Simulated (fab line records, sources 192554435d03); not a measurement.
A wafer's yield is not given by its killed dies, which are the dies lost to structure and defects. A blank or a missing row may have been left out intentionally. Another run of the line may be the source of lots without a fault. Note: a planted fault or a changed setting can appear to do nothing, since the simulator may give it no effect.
Matching of chambers + flow n5 finfet + N5_FIN_SAQP_HM_DEP_03 on pecvd-04: 3 sister chambers
The step deposits SiNx from SiH4/NH3/N2, target thk 38 nm, time 33.6 s. 6 wafers are shown with their chamber, then 7 later ones without.

## WAFERS, EACH WITH ITS CHAMBER
| wafer  | chamber | throttle valve pct (%) | showerhead vpp V (V) |
|--------|---------|------------------------|----------------------|
| L085.2 | 2       | 37.1                   | 1135                 |
| L087.6 | 2       | 37.1                   | 1127                 |
| L090.2 | 1       | 38.0                   | 976                  |
| L090.6 | 0       | 43.4                   | 1042                 |
| L092.1 | 1       | 38.4                   | 979                  |
| L092.2 | 0       | 43.4                   | 1017                 |

## WAFERS WITH NO CHAMBER GIVEN
| wafer  | throttle valve pct (%) | showerhead vpp V (V) |
|--------|------------------------|----------------------|
| L092.6 | 43.4                   | 1014                 |
| L093.3 | 37.5                   | 1124                 |
| L093.4 | 43.5                   | 1016                 |
| L093.5 | 38.2                   | 995                  |
| L094.1 | 38.2                   | 967                  |
| L094.2 | 37.6                   | 1129                 |
| L094.3 | 43.5                   | 1038                 |

## THE CHAMBER EACH PASSED THROUGH
| wafer  | from the rows above | in truth |
|--------|---------------------|----------|
| L092.6 | 0                   | 0        |
| L093.3 | 2                   | 2        |
| L093.4 | 0                   | 0        |
| L093.5 | 1                   | 1        |
| L094.1 | 1                   | 1        |
| L094.2 | 2                   | 2        |
| L094.3 | 0                   | 0        |
Placed correctly: 7 of 7. Can't be placed from these rows: 0. Number placed wrongly: 0.
How it was worked out, from the rows above alone: a wafer's distance from a chamber is the root of the sum, over the readings, of the square of ((its reading less the chamber's mean) divided by the reading's scatter). The wafer belongs to the nearest chamber; if the next one is less than 2 further off, it can't be placed. Each chamber's mean is taken over the wafers shown for it. How the scatter is found: for the shown wafers, subtract from each reading the mean of its chamber, square and add these, divide the total by (wafers less chambers), then take the root.
